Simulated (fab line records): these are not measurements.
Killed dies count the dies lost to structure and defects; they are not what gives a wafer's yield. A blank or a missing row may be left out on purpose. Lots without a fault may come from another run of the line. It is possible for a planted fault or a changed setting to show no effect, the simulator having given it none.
What tool caused it? / flow nand_harc / 11 lots, 33 wafers sampled, at 6 steps of a route of 1302

== WHAT THE GAUGES SHOWED, per wafer ==
NHARC_END_SORT_01. Usual: killed_at_array 50, standard deviation 16; killed_at_other 0.8, standard deviation 1; killed_at_periphery 4, standard deviation 3.1; killed_dies 54, standard deviation 16; killed_open 3.2, standard deviation 2; killed_short 2.5, standard deviation 1.6.
lot=L202; measured=day 27 01:48; on=prober-02; killed_at_array=39 62 31; killed_at_other=0 0 1; killed_at_periphery=0 4 3; killed_dies=39 66 35; killed_open=0 3 2; killed_short=1 8 2; flag=
lot=L203; measured=day 27 10:20; on=prober-01; killed_at_array=47 41 62; killed_at_other=1 0 0; killed_at_periphery=8 4 5; killed_dies=56 45 67; killed_open=4 3 5; killed_short=3 1 1; flag=
lot=L206; measured=day 28 03:41; on=prober-01; killed_at_array=22 15 21; killed_at_other=0 0 1; killed_at_periphery=2 2 2; killed_dies=24 17 24; killed_open=1 2 4; killed_short=1 2 1; flag=

== WHICH TOOL RAN EACH LOT (tool, then ch and the chambers of the sampled wafers, then the start) ==
lot=L197; NHARC_A_CHANNEL_HOLE_D1_ETCH_20=har_etch-01 ch 0,1, day 8 19:21; NHARC_A_CHANNEL_HOLE_D1_ETCH_23=har_etch-01 ch 0,1, day 8 20:43; NHARC_A_CHANNEL_HOLE_D1_ETCH_44=rie_diel-07 ch 2,3, day 8 23:55; NHARC_A_CHANNEL_HOLE_D1_XSEM_31=xsem-02 ch 0, day 9 00:48; NHARC_A_CHANNEL_FILL_D1_ALD_14=ald_hk-04 ch 0,3, day 9 11:16
lot=L202; NHARC_A_CHANNEL_HOLE_D1_ETCH_20=har_etch-02 ch 0,1, day 10 15:20; NHARC_A_CHANNEL_HOLE_D1_ETCH_23=har_etch-02 ch 0,1, day 10 16:40; NHARC_A_CHANNEL_HOLE_D1_ETCH_44=rie_diel-07 ch 1,2,3, day 10 19:56; NHARC_A_CHANNEL_HOLE_D1_XSEM_31=xsem-01 ch 0, day 10 20:50; NHARC_A_CHANNEL_FILL_D1_ALD_14=ald_hk-04 ch 1,2, day 11 04:11
lot=L203; NHARC_A_CHANNEL_HOLE_D1_ETCH_20=har_etch-01 ch 0,1, day 11 18:59; NHARC_A_CHANNEL_HOLE_D1_ETCH_23=har_etch-01 ch 0,1, day 11 20:23; NHARC_A_CHANNEL_HOLE_D1_ETCH_44=rie_diel-09 ch 0,2,3, day 11 23:34; NHARC_A_CHANNEL_HOLE_D1_XSEM_31=xsem-02 ch 0, day 12 00:28; NHARC_A_CHANNEL_FILL_D1_ALD_14=ald_hk-04 ch 0,1,3, day 12 07:24
lot=L206; NHARC_A_CHANNEL_HOLE_D1_ETCH_20=har_etch-01 ch 0,1, day 12 11:59; NHARC_A_CHANNEL_HOLE_D1_ETCH_23=har_etch-01 ch 0,1, day 12 13:22; NHARC_A_CHANNEL_HOLE_D1_ETCH_44=rie_diel-09 ch 0,3, day 12 16:33; NHARC_A_CHANNEL_HOLE_D1_XSEM_31=xsem-01 ch 0, day 12 17:35; NHARC_A_CHANNEL_FILL_D1_ALD_14=ald_hk-01 ch 0,1,3, day 13 00:56
lot=L207; NHARC_A_CHANNEL_HOLE_D1_ETCH_20=har_etch-01 ch 0,1, day 12 16:10; NHARC_A_CHANNEL_HOLE_D1_ETCH_23=har_etch-01 ch 0,1, day 12 17:37; NHARC_A_CHANNEL_HOLE_D1_ETCH_44=rie_diel-09 ch 0,1, day 12 21:17; NHARC_A_CHANNEL_HOLE_D1_XSEM_31=xsem-02 ch 0, day 12 22:14; NHARC_A_CHANNEL_FILL_D1_ALD_14=ald_hk-03 ch 1,2, day 13 05:32
lot=L208; NHARC_A_CHANNEL_HOLE_D1_ETCH_20=har_etch-01 ch 1, day 12 21:39; NHARC_A_CHANNEL_HOLE_D1_ETCH_23=har_etch-01 ch 1, day 12 22:58; NHARC_A_CHANNEL_HOLE_D1_ETCH_44=rie_diel-09 ch 1,2,3, day 13 02:15; NHARC_A_CHANNEL_HOLE_D1_XSEM_31=xsem-02 ch 0, day 13 03:10; NHARC_A_CHANNEL_FILL_D1_ALD_14=ald_hk-03 ch 0,1,2, day 13 10:31
lot=L214; NHARC_A_CHANNEL_HOLE_D1_ETCH_20=har_etch-01 ch 0,1, day 15 23:38; NHARC_A_CHANNEL_HOLE_D1_ETCH_23=har_etch-01 ch 0,1, day 16 00:58; NHARC_A_CHANNEL_HOLE_D1_ETCH_44=rie_diel-09 ch 0,1, day 16 04:15; NHARC_A_CHANNEL_HOLE_D1_XSEM_31=xsem-01 ch 0, day 16 05:08; NHARC_A_CHANNEL_FILL_D1_ALD_14=ald_hk-04 ch 0,1, day 16 12:43
lot=L216; NHARC_A_CHANNEL_HOLE_D1_ETCH_20=har_etch-01 ch 0,1, day 16 12:07; NHARC_A_CHANNEL_HOLE_D1_ETCH_23=har_etch-01 ch 0,1, day 16 13:26; NHARC_A_CHANNEL_HOLE_D1_ETCH_44=rie_diel-09 ch 0,2,3, day 16 16:43; NHARC_A_CHANNEL_HOLE_D1_XSEM_31=xsem-02 ch 0, day 16 17:37; NHARC_A_CHANNEL_FILL_D1_ALD_14=ald_hk-03 ch 0,1,2, day 17 01:01
lot=L217; NHARC_A_CHANNEL_HOLE_D1_ETCH_20=har_etch-01 ch 0,1, day 17 04:20; NHARC_A_CHANNEL_HOLE_D1_ETCH_23=har_etch-01 ch 0,1, day 17 05:40; NHARC_A_CHANNEL_HOLE_D1_ETCH_44=rie_diel-09 ch 0,1, day 17 08:58; NHARC_A_CHANNEL_HOLE_D1_XSEM_31=xsem-01 ch 0, day 17 09:50; NHARC_A_CHANNEL_FILL_D1_ALD_14=ald_hk-01 ch 0,1,2, day 17 17:09
lot=L218; NHARC_A_CHANNEL_HOLE_D1_ETCH_20=har_etch-02 ch 0,1, day 17 14:23; NHARC_A_CHANNEL_HOLE_D1_ETCH_23=har_etch-02 ch 0,1, day 17 15:52; NHARC_A_CHANNEL_HOLE_D1_ETCH_44=rie_diel-03 ch 0,3, day 17 18:54; NHARC_A_CHANNEL_HOLE_D1_XSEM_31=xsem-01 ch 0, day 17 19:47; NHARC_A_CHANNEL_FILL_D1_ALD_14=ald_hk-04 ch 0,1, day 18 03:10
lot=L219; NHARC_A_CHANNEL_HOLE_D1_ETCH_20=har_etch-01 ch 0,1, day 17 23:50; NHARC_A_CHANNEL_HOLE_D1_ETCH_23=har_etch-01 ch 0,1, day 18 01:17; NHARC_A_CHANNEL_HOLE_D1_ETCH_44=rie_diel-09 ch 0,2, day 18 04:20; NHARC_A_CHANNEL_HOLE_D1_XSEM_31=xsem-02 ch 0, day 18 05:14; NHARC_A_CHANNEL_FILL_D1_ALD_14=ald_hk-03 ch 1,2, day 18 12:33
- NHARC_A_CHANNEL_HOLE_D1_ETCH_20: etches the open film in C4F8/O2/Ar, time 361.9 s, target depth 1600 nm.
- NHARC_A_CHANNEL_HOLE_D1_ETCH_23: etches the open film in C4F8/O2/Ar, time 819 s, target depth 1600 nm.
- NHARC_A_CHANNEL_HOLE_D1_ETCH_44: etches the open film in CF4/O2, target depth 140 nm, overetch 14 nm, time 77 s.
- NHARC_A_CHANNEL_HOLE_D1_XSEM_31
- NHARC_A_CHANNEL_FILL_D1_ALD_14: deposits SiO2, target thk 2.5 nm, pulse time 10 s, ald cycles 25.

== AS READ BY THE TOOLS THEMSELVES (means over the sampled wafers that have a number; for cases with no such wafer, the mark the record gives instead) ==
NHARC_A_CHANNEL_HOLE_D1_ETCH_20. Usual: drypump_motor_current_A 5.37 A, standard deviation 0.29; showerhead_plenum_p_Torr 3.65 Torr, standard deviation 0.1; throttle_valve_pct 32.156 %, standard deviation 0.0088.
lot=L197; tool=har_etch-01; drypump_motor_current_A (A)=5.38; showerhead_plenum_p_Torr (Torr)=3.60; throttle_valve_pct (%)=32.158; flag=
lot=L202; tool=har_etch-02; drypump_motor_current_A (A)=5.21; showerhead_plenum_p_Torr (Torr)=3.71; throttle_valve_pct (%)=32.161; flag=
lot=L203; tool=har_etch-01; drypump_motor_current_A (A)=5.43; showerhead_plenum_p_Torr (Torr)=3.64; throttle_valve_pct (%)=32.154; flag=
lot=L206; tool=har_etch-01; drypump_motor_current_A (A)=5.45; showerhead_plenum_p_Torr (Torr)=3.64; throttle_valve_pct (%)=32.161; flag=
lot=L207; tool=har_etch-01; drypump_motor_current_A (A)=5.38; showerhead_plenum_p_Torr (Torr)=3.57; throttle_valve_pct (%)=32.146; flag=
lot=L208; tool=har_etch-01; drypump_motor_current_A (A)=5.47; showerhead_plenum_p_Torr (Torr)=3.70; throttle_valve_pct (%)=32.152; flag=
lot=L214; tool=har_etch-01; drypump_motor_current_A (A)=5.37; showerhead_plenum_p_Torr (Torr)=3.55; throttle_valve_pct (%)=32.164; flag=
lot=L216; tool=har_etch-01; drypump_motor_current_A (A)=5.36; showerhead_plenum_p_Torr (Torr)=3.54; throttle_valve_pct (%)=32.161; flag=
lot=L217; tool=har_etch-01; drypump_motor_current_A (A)=5.41; showerhead_plenum_p_Torr (Torr)=3.60; throttle_valve_pct (%)=32.150; flag=
lot=L218; tool=har_etch-02; drypump_motor_current_A (A)=5.22; showerhead_plenum_p_Torr (Torr)=3.78; throttle_valve_pct (%)=32.158; flag=
lot=L219; tool=har_etch-01; drypump_motor_current_A (A)=5.37; showerhead_plenum_p_Torr (Torr)=3.53; throttle_valve_pct (%)=32.158; flag=

NHARC_A_CHANNEL_HOLE_D1_ETCH_23. Usual: drypump_motor_current_A 5.37 A, standard deviation 0.29; showerhead_plenum_p_Torr 3.65 Torr, standard deviation 0.1; throttle_valve_pct 32.154 %, standard deviation 0.0084.
lot=L197; tool=har_etch-01; drypump_motor_current_A (A)=5.36; showerhead_plenum_p_Torr (Torr)=3.60; throttle_valve_pct (%)=32.165; flag=
lot=L202; tool=har_etch-02; drypump_motor_current_A (A)=5.23; showerhead_plenum_p_Torr (Torr)=3.71; throttle_valve_pct (%)=32.159; flag=
lot=L203; tool=har_etch-01; drypump_motor_current_A (A)=5.41; showerhead_plenum_p_Torr (Torr)=3.64; throttle_valve_pct (%)=32.151; flag=
lot=L206; tool=har_etch-01; drypump_motor_current_A (A)=5.44; showerhead_plenum_p_Torr (Torr)=3.63; throttle_valve_pct (%)=32.152; flag=
lot=L207; tool=har_etch-01; drypump_motor_current_A (A)=5.38; showerhead_plenum_p_Torr (Torr)=3.57; throttle_valve_pct (%)=32.149; flag=
lot=L208; tool=har_etch-01; drypump_motor_current_A (A)=5.47; showerhead_plenum_p_Torr (Torr)=3.70; throttle_valve_pct (%)=32.144; flag=
lot=L214; tool=har_etch-01; drypump_motor_current_A (A)=5.37; showerhead_plenum_p_Torr (Torr)=3.55; throttle_valve_pct (%)=32.155; flag=
lot=L216; tool=har_etch-01; drypump_motor_current_A (A)=5.38; showerhead_plenum_p_Torr (Torr)=3.54; throttle_valve_pct (%)=32.155; flag=
lot=L217; tool=har_etch-01; drypump_motor_current_A (A)=5.43; showerhead_plenum_p_Torr (Torr)=3.60; throttle_valve_pct (%)=32.154; flag=
lot=L218; tool=har_etch-02; drypump_motor_current_A (A)=5.24; showerhead_plenum_p_Torr (Torr)=3.78; throttle_valve_pct (%)=32.154; flag=
lot=L219; tool=har_etch-01; drypump_motor_current_A (A)=5.35; showerhead_plenum_p_Torr (Torr)=3.53; throttle_valve_pct (%)=32.160; flag=

NHARC_A_CHANNEL_HOLE_D1_ETCH_44. Usual: drypump_motor_current_A 5.6 A, standard deviation 0.52; oes_o_777_au 1.000 a.u., standard deviation 0.0049; oes_product_au 0.996 a.u., standard deviation 0.012; rf_vpp_V 198.1 V, standard deviation 1.2; showerhead_plenum_p_Torr 1.36 Torr, standard deviation 0.046; throttle_valve_pct 13.398 %, standard deviation 0.0091.
lot=L197; tool=rie_diel-07; drypump_motor_current_A (A)=5.7; oes_o_777_au (a.u.)=1.001; oes_product_au (a.u.)=0.998; rf_vpp_V (V)=196.2; showerhead_plenum_p_Torr (Torr)=1.27; throttle_valve_pct (%)=13.398; flag=
lot=L202; tool=rie_diel-07; drypump_motor_current_A (A)=6.1; oes_o_777_au (a.u.)=1.001; oes_product_au (a.u.)=1.009; rf_vpp_V (V)=197.1; showerhead_plenum_p_Torr (Torr)=1.32; throttle_valve_pct (%)=13.402; flag=
lot=L203; tool=rie_diel-09; drypump_motor_current_A (A)=5.4; oes_o_777_au (a.u.)=0.998; oes_product_au (a.u.)=0.986; rf_vpp_V (V)=199.3; showerhead_plenum_p_Torr (Torr)=1.37; throttle_valve_pct (%)=13.398; flag=
lot=L206; tool=rie_diel-09; drypump_motor_current_A (A)=5.3; oes_o_777_au (a.u.)=1.004; oes_product_au (a.u.)=0.992; rf_vpp_V (V)=197.9; showerhead_plenum_p_Torr (Torr)=1.36; throttle_valve_pct (%)=13.397; flag=
lot=L207; tool=rie_diel-09; drypump_motor_current_A (A)=6.1; oes_o_777_au (a.u.)=0.997; oes_product_au (a.u.)=1.002; rf_vpp_V (V)=199.3; showerhead_plenum_p_Torr (Torr)=1.39; throttle_valve_pct (%)=13.395; flag=
lot=L208; tool=rie_diel-09; drypump_motor_current_A (A)=5.6; oes_o_777_au (a.u.)=1.001; oes_product_au (a.u.)=0.989; rf_vpp_V (V)=199.1; showerhead_plenum_p_Torr (Torr)=1.38; throttle_valve_pct (%)=13.401; flag=
lot=L214; tool=rie_diel-09; drypump_motor_current_A (A)=5.9; oes_o_777_au (a.u.)=1.002; oes_product_au (a.u.)=1.002; rf_vpp_V (V)=198.6; showerhead_plenum_p_Torr (Torr)=1.38; throttle_valve_pct (%)=13.408; flag=
lot=L216; tool=rie_diel-09; drypump_motor_current_A (A)=5.4; oes_o_777_au (a.u.)=1.000; oes_product_au (a.u.)=0.985; rf_vpp_V (V)=198.8; showerhead_plenum_p_Torr (Torr)=1.37; throttle_valve_pct (%)=13.394; flag=
lot=L217; tool=rie_diel-09; drypump_motor_current_A (A)=5.8; oes_o_777_au (a.u.)=1.001; oes_product_au (a.u.)=1.011; rf_vpp_V (V)=198.5; showerhead_plenum_p_Torr (Torr)=1.39; throttle_valve_pct (%)=13.403; flag=
lot=L218; tool=rie_diel-03; drypump_motor_current_A (A)=6.1; oes_o_777_au (a.u.)=0.997; oes_product_au (a.u.)=1.009; rf_vpp_V (V)=197.3; showerhead_plenum_p_Torr (Torr)=1.31; throttle_valve_pct (%)=13.400; flag=
lot=L219; tool=rie_diel-09; drypump_motor_current_A (A)=5.6; oes_o_777_au (a.u.)=1.001; oes_product_au (a.u.)=1.012; rf_vpp_V (V)=198.7; showerhead_plenum_p_Torr (Torr)=1.39; throttle_valve_pct (%)=13.394; flag=

NHARC_A_CHANNEL_HOLE_D1_XSEM_31. Usual: bot_cd_nm 74.3 nm, standard deviation 1.7; bow_nm 8.58 nm, standard deviation 0.24; tilt_deg 0.08 degrees, standard deviation 0.037.
lot=L197; tool=xsem-02; bot_cd_nm (nm)=74.3; bow_nm (nm)=8.61; tilt_deg (degrees)=0.03; flag=
lot=L202; tool=xsem-01; bot_cd_nm (nm)=74.6; bow_nm (nm)=8.59; tilt_deg (degrees)=0.06; flag=
lot=L203; tool=xsem-02; bot_cd_nm (nm)=76.1; bow_nm (nm)=9.09; tilt_deg (degrees)=0.10; flag=
lot=L206; tool=xsem-01; bot_cd_nm (nm)=76.3; bow_nm (nm)=8.21; tilt_deg (degrees)=0.07; flag=
lot=L207; tool=xsem-02; bot_cd_nm (nm)=75.5; bow_nm (nm)=9.35; tilt_deg (degrees)=0.11; flag=OFF
lot=L208; tool=xsem-02; bot_cd_nm (nm)=73.6; bow_nm (nm)=10.22; tilt_deg (degrees)=0.08; flag=OFF
lot=L214; tool=xsem-01; bot_cd_nm (nm)=72.3; bow_nm (nm)=8.43; tilt_deg (degrees)=0.10; flag=
lot=L216; tool=xsem-02; bot_cd_nm (nm)=73.7; bow_nm (nm)=8.24; tilt_deg (degrees)=0.11; flag=
lot=L217; tool=xsem-01; bot_cd_nm (nm)=70.1; bow_nm (nm)=8.54; tilt_deg (degrees)=0.14; flag=
lot=L218; tool=xsem-01; bot_cd_nm (nm)=76.8; bow_nm (nm)=8.51; tilt_deg (degrees)=0.12; flag=
lot=L219; tool=xsem-02; bot_cd_nm (nm)=74.8; bow_nm (nm)=8.58; tilt_deg (degrees)=0.04; flag=

NHARC_A_CHANNEL_FILL_D1_ALD_14. Usual: heater_power_w 479 W, standard deviation 27; precursor_pulse_height_rel 1.003, standard deviation 0.019; susceptor_temp_C 299.98 C, standard deviation 0.2.
lot=L197; tool=ald_hk-04; heater_power_w (W)=477; precursor_pulse_height_rel=0.988; susceptor_temp_C (C)=299.99; flag=
lot=L202; tool=ald_hk-04; heater_power_w (W)=477; precursor_pulse_height_rel=1.004; susceptor_temp_C (C)=299.81; flag=
lot=L203; tool=ald_hk-04; heater_power_w (W)=477; precursor_pulse_height_rel=0.999; susceptor_temp_C (C)=299.99; flag=
lot=L206; tool=ald_hk-01; heater_power_w (W)=466; precursor_pulse_height_rel=1.014; susceptor_temp_C (C)=299.95; flag=
lot=L207; tool=ald_hk-03; heater_power_w (W)=512; precursor_pulse_height_rel=1.013; susceptor_temp_C (C)=299.78; flag=
lot=L208; tool=ald_hk-03; heater_power_w (W)=509; precursor_pulse_height_rel=0.997; susceptor_temp_C (C)=300.15; flag=
lot=L214; tool=ald_hk-04; heater_power_w (W)=483; precursor_pulse_height_rel=0.997; susceptor_temp_C (C)=299.99; flag=
lot=L216; tool=ald_hk-03; heater_power_w (W)=497; precursor_pulse_height_rel=1.023; susceptor_temp_C (C)=300.10; flag=
lot=L217; tool=ald_hk-01; heater_power_w (W)=449; precursor_pulse_height_rel=1.017; susceptor_temp_C (C)=300.15; flag=
lot=L218; tool=ald_hk-04; heater_power_w (W)=482; precursor_pulse_height_rel=1.001; susceptor_temp_C (C)=300.18; flag=
lot=L219; tool=ald_hk-03; heater_power_w (W)=495; precursor_pulse_height_rel=1.002; susceptor_temp_C (C)=300.04; flag=

== THE ANSWER, worked out from the rows above alone ==
Rule: a lot counts as off when the mean over its wafers that have a number is more than 3 standard deviations away from the usual mean. Also off: a lot with no number at a reading for which 4 or more lots have one. All remaining lots with rows at the step are treated as sound. Order of review: gauges by route order, followed by the tools' own readings, for which a lot's mean as printed above is used. The first step at which some lot is off is used, and at that step the reading that is off furthest; a lot without a number counts as furthest.
Off, at NHARC_A_CHANNEL_HOLE_D1_XSEM_31 on bow_nm: L207, L208.
If a tool, at that step or one of the process steps before it, ran each lot that is off and ran no sound lot following the first of them, it fits. No candidate that was tried fits.

== WHAT WAS PUT IN BY THE SIMULATOR ==
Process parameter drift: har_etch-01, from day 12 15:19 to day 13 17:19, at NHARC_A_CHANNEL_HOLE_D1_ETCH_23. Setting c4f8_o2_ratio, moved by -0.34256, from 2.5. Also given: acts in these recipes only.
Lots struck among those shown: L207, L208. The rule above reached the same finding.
